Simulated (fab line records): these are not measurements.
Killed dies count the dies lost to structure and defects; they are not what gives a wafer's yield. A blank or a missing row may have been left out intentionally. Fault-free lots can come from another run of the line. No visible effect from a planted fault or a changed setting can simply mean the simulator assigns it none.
What tool caused it? || flow n5_finfet || 10 lots with 27 wafers sampled at 6 steps, on a route of 1938 steps

## WHAT EACH GAUGE READ, for each wafer
N5_SDB_THK_MEAS_31.
{"lot": "L154", "measured": "day 4 11:49", "on": "film_metro-01", "SDB_THK (nm)": "64.3 62.8 63.7"}
{"lot": "L156", "measured": "day 5 05:35", "on": "film_metro-02", "SDB_THK (nm)": "65.2 66.0 64.7"}
{"lot": "L157", "measured": "day 5 06:58", "on": "film_metro-02", "SDB_THK (nm)": "62.5 64.6 64.4"}
{"lot": "L160", "measured": "day 6 03:10", "on": "film_metro-01", "SDB_THK (nm)": "63.8 64.8"}
{"lot": "L164", "measured": "day 7 01:22", "on": "film_metro-02", "SDB_THK (nm)": "65.0 64.0"}
{"lot": "L167", "measured": "day 7 15:59", "on": "film_metro-02", "SDB_THK (nm)": "62.2 64.7"}
{"lot": "L168", "measured": "day 7 22:25", "on": "film_metro-01", "SDB_THK (nm)": "62.9 64.4 63.5"}
{"lot": "L170", "measured": "day 8 10:13", "on": "film_metro-01", "SDB_THK (nm)": "66.1 67.5 65.7"}
{"lot": "L173", "measured": "day 9 09:39", "on": "film_metro-01", "SDB_THK (nm)": "64.7 63.0 63.9"}
{"lot": "L175", "measured": "day 9 21:31", "on": "film_metro-01", "SDB_THK (nm)": "64.5 63.7 63.5"}

N5_HKMG_FIN_CD_MEAS_49: target cd 202 nm.
{"lot": "L154", "measured": "day 4 13:26", "on": "cd_sem-01", "cd_nm (nm)": "202.8 202.7 202.5"}
{"lot": "L156", "measured": "day 5 07:13", "on": "cd_sem-01", "cd_nm (nm)": "202.4 202.8 203.1"}
{"lot": "L157", "measured": "day 5 08:25", "on": "cd_sem-02", "cd_nm (nm)": "202.7 202.5 202.4"}
{"lot": "L160", "measured": "day 6 04:55", "on": "cd_sem-01", "cd_nm (nm)": "222.6 201.9"}
{"lot": "L164", "measured": "day 7 03:14", "on": "cd_sem-03", "cd_nm (nm)": "221.8 202.5"}
{"lot": "L167", "measured": "day 7 17:33", "on": "cd_sem-03", "cd_nm (nm)": "222.7 223.4"}
{"lot": "L168", "measured": "day 7 23:59", "on": "cd_sem-02", "cd_nm (nm)": "203.1 202.7 202.5"}
{"lot": "L170", "measured": "day 8 11:41", "on": "cd_sem-01", "cd_nm (nm)": "202.5 201.8 202.0"}
{"lot": "L173", "measured": "day 9 11:23", "on": "cd_sem-03", "cd_nm (nm)": "202.2 202.6 201.8"}
{"lot": "L175", "measured": "day 9 23:22", "on": "cd_sem-01", "cd_nm (nm)": "202.1 201.3 201.3"}

N5_BEOL_M4_RC_MEAS_101.
{"lot": "L154", "measured": "day 8 14:56", "on": "prober-02", "DIBL_N (mV/V)": "35.3 35.4 36.0", "DIBL_P (mV/V)": "34.0 34.6 36.0", "IOFF_N (nA/um)": "0.146 0.144 0.163", "IOFF_P (nA/um)": "0.207 0.206 0.232", "ION_N (uA/um)": "672 670 688", "ION_P (uA/um)": "469 462 475", "SS_N (mV/dec)": "71.8 71.1 72.0", "SS_P (mV/dec)": "72.6 73.0 73.2", "VT_N (mV)": "252.7 250.4 248.6", "VT_P (mV)": "-248.6 -247.5 -247.8"}
{"lot": "L156", "measured": "day 9 06:42", "on": "prober-01", "DIBL_N (mV/V)": "36.1 36.0 35.6", "DIBL_P (mV/V)": "36.3 36.4 36.0", "IOFF_N (nA/um)": "0.168 0.163 0.172", "IOFF_P (nA/um)": "0.217 0.207 0.213", "ION_N (uA/um)": "675 676 673", "ION_P (uA/um)": "460 458 457", "SS_N (mV/dec)": "72.0 71.1 71.3", "SS_P (mV/dec)": "73.0 73.4 73.2", "VT_N (mV)": "247.6 250.3 248.9", "VT_P (mV)": "-250.3 -251.0 -250.2"}
{"lot": "L157", "measured": "day 8 23:53", "on": "prober-01", "DIBL_N (mV/V)": "32.8 35.5 35.6", "DIBL_P (mV/V)": "34.9 37.1 37.1", "IOFF_N (nA/um)": "0.126 0.165 0.161", "IOFF_P (nA/um)": "0.168 0.200 0.208", "ION_N (uA/um)": "663 671 668", "ION_P (uA/um)": "453 456 459", "SS_N (mV/dec)": "71.3 71.5 72.1", "SS_P (mV/dec)": "73.3 73.6 73.6", "VT_N (mV)": "254.2 250.1 251.3", "VT_P (mV)": "-257.0 -254.1 -250.2"}
{"lot": "L160", "measured": "day 10 08:49", "on": "prober-01", "DIBL_N (mV/V)": "38.1 36.6", "DIBL_P (mV/V)": "38.7 35.8", "IOFF_N (nA/um)": "0.199 0.166", "IOFF_P (nA/um)": "0.217 0.174", "ION_N (uA/um)": "687 660", "ION_P (uA/um)": "466 446", "SS_N (mV/dec)": "71.6 71.7", "SS_P (mV/dec)": "74.5 72.2", "VT_N (mV)": "247.1 249.3", "VT_P (mV)": "-250.6 -253.7"}
{"lot": "L164", "measured": "day 11 05:38", "on": "prober-02", "DIBL_N (mV/V)": "35.2 36.8", "DIBL_P (mV/V)": "33.5 35.7", "IOFF_N (nA/um)": "0.123 0.147", "IOFF_P (nA/um)": "0.166 0.197", "ION_N (uA/um)": "666 664", "ION_P (uA/um)": "453 453", "SS_N (mV/dec)": "70.5 71.8", "SS_P (mV/dec)": "72.1 73.1", "VT_N (mV)": "253.1 249.5", "VT_P (mV)": "-256.0 -252.6"}
{"lot": "L167", "measured": "day 12 10:29", "on": "prober-02", "DIBL_N (mV/V)": "35.5 37.5", "DIBL_P (mV/V)": "36.6 38.9", "IOFF_N (nA/um)": "0.145 0.188", "IOFF_P (nA/um)": "0.221 0.267", "ION_N (uA/um)": "674 684", "ION_P (uA/um)": "471 476", "SS_N (mV/dec)": "71.6 71.8", "SS_P (mV/dec)": "73.2 73.9", "VT_N (mV)": "250.0 245.9", "VT_P (mV)": "-247.2 -244.8"}
{"lot": "L168", "measured": "day 12 05:29", "on": "prober-01", "DIBL_N (mV/V)": "38.6 39.0 37.4", "DIBL_P (mV/V)": "36.4 37.3 35.3", "IOFF_N (nA/um)": "0.165 0.177 0.144", "IOFF_P (nA/um)": "0.210 0.217 0.196", "ION_N (uA/um)": "677 675 675", "ION_P (uA/um)": "464 457 458", "SS_N (mV/dec)": "71.7 71.8 71.4", "SS_P (mV/dec)": "73.7 74.6 73.4", "VT_N (mV)": "249.1 250.3 247.9", "VT_P (mV)": "-251.6 -251.7 -251.1"}
{"lot": "L170", "measured": "day 12 15:20", "on": "prober-02", "DIBL_N (mV/V)": "34.5 34.9 34.1", "DIBL_P (mV/V)": "34.7 35.5 34.6", "IOFF_N (nA/um)": "0.131 0.134 0.125", "IOFF_P (nA/um)": "0.146 0.149 0.140", "ION_N (uA/um)": "660 680 658", "ION_P (uA/um)": "448 456 445", "SS_N (mV/dec)": "71.4 71.4 71.2", "SS_P (mV/dec)": "72.9 73.7 72.8", "VT_N (mV)": "254.0 254.3 251.2", "VT_P (mV)": "-258.7 -256.1 -257.9"}
{"lot": "L173", "measured": "day 13 16:23", "on": "prober-01", "DIBL_N (mV/V)": "35.4 36.3 37.0", "DIBL_P (mV/V)": "36.7 38.7 39.4", "IOFF_N (nA/um)": "0.188 0.205 0.231", "IOFF_P (nA/um)": "0.220 0.250 0.267", "ION_N (uA/um)": "688 680 676", "ION_P (uA/um)": "469 465 462", "SS_N (mV/dec)": "71.3 71.7 72.3", "SS_P (mV/dec)": "73.3 73.7 74.4", "VT_N (mV)": "243.8 244.3 243.5", "VT_P (mV)": "-248.9 -249.2 -249.4"}
{"lot": "L175", "measured": "day 13 23:38", "on": "prober-02", "DIBL_N (mV/V)": "35.6 34.9 33.5", "DIBL_P (mV/V)": "34.0 34.2 32.8", "IOFF_N (nA/um)": "0.141 0.131 0.113", "IOFF_P (nA/um)": "0.186 0.198 0.168", "ION_N (uA/um)": "649 668 654", "ION_P (uA/um)": "448 462 454", "SS_N (mV/dec)": "71.7 71.1 71.0", "SS_P (mV/dec)": "72.6 73.4 72.6", "VT_N (mV)": "255.4 250.9 256.9", "VT_P (mV)": "-253.7 -251.9 -252.6"}

## TOOL THAT RAN EACH LOT (tool first, then ch and the chambers of the sampled wafers, then the start)
{"lot": "L154", "N5_SDB_ETCH_17": "rie_diel-05 ch 0,2,3, day 4 07:01", "N5_HKMG_FIN_ALD_75": "ald_hk-02 ch 0,1,3, day 4 12:58", "N5_HKMG_FIN_EXPOSE_46": "arfi_scanner-01 ch 0, day 4 13:18"}
{"lot": "L156", "N5_SDB_ETCH_17": "rie_diel-02 ch 0,1,3, day 4 22:41", "N5_HKMG_FIN_ALD_75": "ald_hk-01 ch 0,1,2, day 5 06:45", "N5_HKMG_FIN_EXPOSE_46": "arfi_scanner-01 ch 0, day 5 07:05"}
{"lot": "L157", "N5_SDB_ETCH_17": "rie_diel-02 ch 0,2,3, day 4 23:59", "N5_HKMG_FIN_ALD_75": "ald_hk-01 ch 0,1,2, day 5 08:04", "N5_HKMG_FIN_EXPOSE_46": "arfi_scanner-01 ch 0, day 5 08:17"}
{"lot": "L160", "N5_SDB_ETCH_17": "rie_diel-06 ch 0,1, day 5 23:20", "N5_HKMG_FIN_ALD_75": "ald_hk-03 ch 0,1, day 6 04:29", "N5_HKMG_FIN_EXPOSE_46": "arfi_scanner-01 ch 0, day 6 04:49"}
{"lot": "L164", "N5_SDB_ETCH_17": "rie_diel-06 ch 0,3, day 6 21:34", "N5_HKMG_FIN_ALD_75": "ald_hk-02 ch 2,3, day 7 02:46", "N5_HKMG_FIN_EXPOSE_46": "arfi_scanner-01 ch 0, day 7 03:07"}
{"lot": "L167", "N5_SDB_ETCH_17": "rie_diel-05 ch 1,3, day 7 12:11", "N5_HKMG_FIN_ALD_75": "ald_hk-03 ch 2,3, day 7 17:05", "N5_HKMG_FIN_EXPOSE_46": "arfi_scanner-01 ch 0, day 7 17:26"}
{"lot": "L168", "N5_SDB_ETCH_17": "rie_diel-05 ch 0,2, day 7 18:37", "N5_HKMG_FIN_ALD_75": "ald_hk-03 ch 2,3, day 7 23:31", "N5_HKMG_FIN_EXPOSE_46": "arfi_scanner-03 ch 0, day 7 23:52"}
{"lot": "L170", "N5_SDB_ETCH_17": "rie_diel-06 ch 0,2,3, day 8 05:26", "N5_HKMG_FIN_ALD_75": "ald_hk-02 ch 0,1,3, day 8 11:20", "N5_HKMG_FIN_EXPOSE_46": "arfi_scanner-03 ch 0, day 8 11:34"}
{"lot": "L173", "N5_SDB_ETCH_17": "rie_diel-02 ch 0,2,3, day 9 05:51", "N5_HKMG_FIN_ALD_75": "ald_hk-01 ch 0,1,3, day 9 10:54", "N5_HKMG_FIN_EXPOSE_46": "arfi_scanner-03 ch 0, day 9 11:16"}
{"lot": "L175", "N5_SDB_ETCH_17": "rie_diel-05 ch 0,1,2, day 9 17:08", "N5_HKMG_FIN_ALD_75": "ald_hk-02 ch 0,1,2, day 9 23:02", "N5_HKMG_FIN_EXPOSE_46": "arfi_scanner-02 ch 0, day 9 23:15"}
- N5_SDB_ETCH_17: etches SiARC in CF4, target depth 23.4 nm, time 39 s.
- N5_HKMG_FIN_ALD_75: deposits Al2O3, target thk 1 nm, co reactant pulse time 1 s.
- N5_HKMG_FIN_EXPOSE_46: exposes mask NDIPOLE.

## WHAT THE TOOLS THEMSELVES READ (means of the sampled wafers that have a number; where no wafer has one, the mark that the record gives instead)
N5_SDB_ETCH_17.
{"lot": "L154", "tool": "rie_diel-05", "drypump_motor_current_A (A)": 5.4, "etch_rf_on_time_s (s)": 40.2, "oes_product_au (a.u.)": 0.59, "rf_vpp_V (V)": 183.6, "showerhead_plenum_p_Torr (Torr)": 2.12, "throttle_valve_pct (%)": 15.70}
{"lot": "L156", "tool": "rie_diel-02", "drypump_motor_current_A (A)": 6.3, "etch_rf_on_time_s (s)": 38.7, "oes_product_au (a.u.)": 0.66, "rf_vpp_V (V)": 184.7, "showerhead_plenum_p_Torr (Torr)": 2.17, "throttle_valve_pct (%)": 15.45}
{"lot": "L157", "tool": "rie_diel-02", "drypump_motor_current_A (A)": 6.0, "etch_rf_on_time_s (s)": 39.3, "oes_product_au (a.u.)": 0.63, "rf_vpp_V (V)": 184.7, "showerhead_plenum_p_Torr (Torr)": 2.16, "throttle_valve_pct (%)": 15.51}
{"lot": "L160", "tool": "rie_diel-06", "drypump_motor_current_A (A)": 5.8, "etch_rf_on_time_s (s)": 39.1, "oes_product_au (a.u.)": 0.59, "rf_vpp_V (V)": 184.1, "showerhead_plenum_p_Torr (Torr)": 2.08, "throttle_valve_pct (%)": 16.04}
{"lot": "L164", "tool": "rie_diel-06", "drypump_motor_current_A (A)": 5.8, "etch_rf_on_time_s (s)": 38.5, "oes_product_au (a.u.)": 0.69, "rf_vpp_V (V)": 183.6, "showerhead_plenum_p_Torr (Torr)": 2.19, "throttle_valve_pct (%)": 15.66}
{"lot": "L167", "tool": "rie_diel-05", "drypump_motor_current_A (A)": 5.1, "etch_rf_on_time_s (s)": 39.5, "oes_product_au (a.u.)": 0.66, "rf_vpp_V (V)": 184.1, "showerhead_plenum_p_Torr (Torr)": 2.20, "throttle_valve_pct (%)": 15.77}
{"lot": "L168", "tool": "rie_diel-05", "drypump_motor_current_A (A)": 5.6, "etch_rf_on_time_s (s)": 38.8, "oes_product_au (a.u.)": 0.80, "rf_vpp_V (V)": 185.1, "showerhead_plenum_p_Torr (Torr)": 2.22, "throttle_valve_pct (%)": 15.32}
{"lot": "L170", "tool": "rie_diel-06", "drypump_motor_current_A (A)": 5.6, "etch_rf_on_time_s (s)": 39.0, "oes_product_au (a.u.)": 0.65, "rf_vpp_V (V)": 184.5, "showerhead_plenum_p_Torr (Torr)": 2.14, "throttle_valve_pct (%)": 15.77}
{"lot": "L173", "tool": "rie_diel-02", "drypump_motor_current_A (A)": 6.0, "etch_rf_on_time_s (s)": 39.6, "oes_product_au (a.u.)": 0.61, "rf_vpp_V (V)": 183.9, "showerhead_plenum_p_Torr (Torr)": 2.15, "throttle_valve_pct (%)": 15.59}
{"lot": "L175", "tool": "rie_diel-05", "drypump_motor_current_A (A)": 5.5, "etch_rf_on_time_s (s)": 38.6, "oes_product_au (a.u.)": 0.74, "rf_vpp_V (V)": 184.4, "showerhead_plenum_p_Torr (Torr)": 2.18, "throttle_valve_pct (%)": 15.49}

N5_HKMG_FIN_ALD_75.
{"lot": "L154", "tool": "ald_hk-02", "heater_power_w (W)": 160, "precursor_pulse_height_rel": 0.992}
{"lot": "L156", "tool": "ald_hk-01", "heater_power_w (W)": 146, "precursor_pulse_height_rel": 1.006}
{"lot": "L157", "tool": "ald_hk-01", "heater_power_w (W)": 147, "precursor_pulse_height_rel": 1.002}
{"lot": "L160", "tool": "ald_hk-03", "heater_power_w (W)": 136, "precursor_pulse_height_rel": 1.002}
{"lot": "L164", "tool": "ald_hk-02", "heater_power_w (W)": 171, "precursor_pulse_height_rel": 0.988}
{"lot": "L167", "tool": "ald_hk-03", "heater_power_w (W)": 148, "precursor_pulse_height_rel": 0.995}
{"lot": "L168", "tool": "ald_hk-03", "heater_power_w (W)": 152, "precursor_pulse_height_rel": 1.015}
{"lot": "L170", "tool": "ald_hk-02", "heater_power_w (W)": 161, "precursor_pulse_height_rel": 1.003}
{"lot": "L173", "tool": "ald_hk-01", "heater_power_w (W)": 151, "precursor_pulse_height_rel": 0.997}
{"lot": "L175", "tool": "ald_hk-02", "heater_power_w (W)": 152, "precursor_pulse_height_rel": 1.018}

## THE ANSWER, worked out from the rows above alone
Rule: the usual values come from the lots themselves. The widest of any qualifying gaps counts: lots, ordered by their means at a reading, are off when they make up no more than a third of the lots, leave a main group of 4 or more, and stand apart from it by 3 or more times the standard deviation of that group's means. A main group whose means are all the same, to the digits that the tables above print for the reading, isn't used. A lot without any number at a reading at which 4 lots or more have one is off too. Any other lot the step has rows for is counted as sound. After the gauges, taken in route order, come the tools' own readings; for these a lot's mean is taken, as printed above. The first step at which some lot is off is used, and at that step the reading that is off furthest; a lot without a number counts as furthest.
Off at N5_HKMG_FIN_CD_MEAS_49 (cd_nm): L160, L164, L167. Mean 202.4 nm and standard deviation 0.41 in the main group.
If a tool, at a process step before that reading, ran all the lots that are off and no sound lot after the first of them, it fits. The gauges at N5_HKMG_FIN_CD_MEAS_49 are tried like those tools. One fits: arfi_scanner-01 at N5_HKMG_FIN_EXPOSE_46. Its last sound lot is L157 (day 5 08:17), its first lot that is off L160 (day 6 04:49): a fault that began between those two fits.

## WHAT WAS PUT IN BY THE SIMULATOR
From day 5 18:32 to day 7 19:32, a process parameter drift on arfi_scanner-01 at N5_HKMG_FIN_EXPOSE_46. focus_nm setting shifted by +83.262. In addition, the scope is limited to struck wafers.
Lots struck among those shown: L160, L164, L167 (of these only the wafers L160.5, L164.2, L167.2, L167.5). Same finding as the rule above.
